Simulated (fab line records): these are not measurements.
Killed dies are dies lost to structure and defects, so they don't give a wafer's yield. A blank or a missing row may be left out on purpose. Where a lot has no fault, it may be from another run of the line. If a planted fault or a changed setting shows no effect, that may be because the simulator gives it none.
Matching of chambers	flow n5_finfet	rie_diel-06 running N5_BEOL_M14_ETCH_68: 4 sister chambers
The step etches SOC in N2/H2, time 450 s. 20 wafers are shown with their chamber, then 10 later ones without.

== EACH WAFER AND ITS CHAMBER ==
wafer	chamber	drypump_motor_current_A (A)	showerhead_plenum_p_Torr (Torr)	oes_product_au (a.u.)
L075.2	2	4.9	2.51	0.69
L075.3	1	5.8	2.45	0.77
L075.6	0	6.4	2.55	0.73
L082.2	1	5.8	2.44	0.75
L082.3	2	4.9	2.51	0.97
L082.4	3	6.4	2.64	0.73
L083.1	2	4.9	2.51	0.96
L083.5	0	6.4	2.54	0.69
L083.6	1	5.8	2.44	0.75
L084.3	2	4.9	2.51	0.97
L084.4	1	5.7	2.44	0.75
L084.6	0	6.4	2.54	0.71
L086.1	1	5.7	2.44	0.75
L086.3	2	4.9	2.51	0.96
L086.6	0	6.4	2.54	0.70
L091.2	0	6.4	2.53	0.69
L091.3	3	6.4	2.63	0.73
L091.5	1	5.8	2.44	0.74
L090.3	0	6.4	2.53	0.69
L090.4	1	5.7	2.44	0.73

SIGNATURES (means of the wafers above)
reading	chamber 0	chamber 1	chamber 2	chamber 3	scatter within a chamber
drypump_motor_current_A	6.400	5.757	4.900	6.400	0.0327
showerhead_plenum_p_Torr	2.5383	2.4414	2.5100	2.6350	0.00512
oes_product_au	0.7017	0.7486	0.9100	0.7300	0.0626
Rule: distance of a wafer from a chamber = root of the sum over the readings of ((wafer's reading minus chamber's mean) / reading's scatter) squared. The wafer belongs to the nearest chamber; if the next one is less than 2 further off, it can't be placed. The scatter is the square root of a quotient: the sum, over the shown wafers, of each reading's squared deviation from its chamber's mean, divided by wafers minus chambers.

== WAFERS WITH NO CHAMBER GIVEN ==
wafer	drypump_motor_current_A (A)	showerhead_plenum_p_Torr (Torr)	oes_product_au (a.u.)
L090.6	6.4	2.63	0.73
L093.3	5.8	2.43	0.74
L093.5	5.8	2.43	0.73
L093.6	5.0	2.50	0.92
L092.1	6.4	2.53	0.69
L092.2	5.8	2.43	0.74
L092.5	5.7	2.43	0.73
L096.4	6.4	2.63	0.73
L096.5	5.8	2.43	0.72
L096.6	6.4	2.53	0.68

== WHICH CHAMBER EACH WENT THROUGH ==
wafer	from the rows above	in truth
L090.6	3	3
L093.3	1	1
L093.5	1	1
L093.6	2	2
L092.1	0	0
L092.2	1	1
L092.5	1	1
L096.4	3	3
L096.5	1	1
L096.6	0	0
Correctly placed: 10 of 10. Not placeable from these rows: 0. 0 placed wrongly.
